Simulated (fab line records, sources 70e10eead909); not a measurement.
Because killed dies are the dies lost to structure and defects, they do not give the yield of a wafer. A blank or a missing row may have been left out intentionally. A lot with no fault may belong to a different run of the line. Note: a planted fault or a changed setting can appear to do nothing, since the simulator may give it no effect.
Matching of chambers    flow nand harc    3 sister chambers for NHARC_P_M0_PRE_CLEAN_31 on pecvd-03
The step time 12 s. 5 wafers are shown with their chamber, then 8 later ones without.

## WAFERS, EACH WITH ITS CHAMBER
wafer   chamber  heater power w (W)
L076.6  2        742
L091.2  0        634
L091.3  1        497
L091.5  1        500
L093.2  0        680

## WAFERS WHOSE CHAMBER IS MISSING
wafer   heater power w (W)
L093.4  672
L093.5  832
L095.1  501
L095.3  734
L095.5  732
L097.1  527
L097.5  758
L097.6  526

## WHICH CHAMBER EACH ONE RAN IN
wafer   from the rows above  in truth
L093.4  0                    0
L093.5  2                    2
L095.1  1                    1
L095.3  2                    2
L095.5  2                    2
L097.1  1                    1
L097.5  2                    2
L097.6  1                    1
8 of 8 placed correctly. Not placeable from these rows: 0. Number placed wrongly: 0.
How it was worked out, from the rows above alone: a wafer's distance from a chamber is the root of the sum, over the readings, of the square of ((its reading less the chamber's mean) divided by the reading's scatter). The wafer belongs to the nearest chamber; if the next one is less than 2 further off, it can't be placed. For every chamber, the mean is computed from those of its wafers that are shown. The scatter: the root of (the sum of the squares of (reading less its chamber's mean) over the shown wafers, divided by (wafers less chambers)).
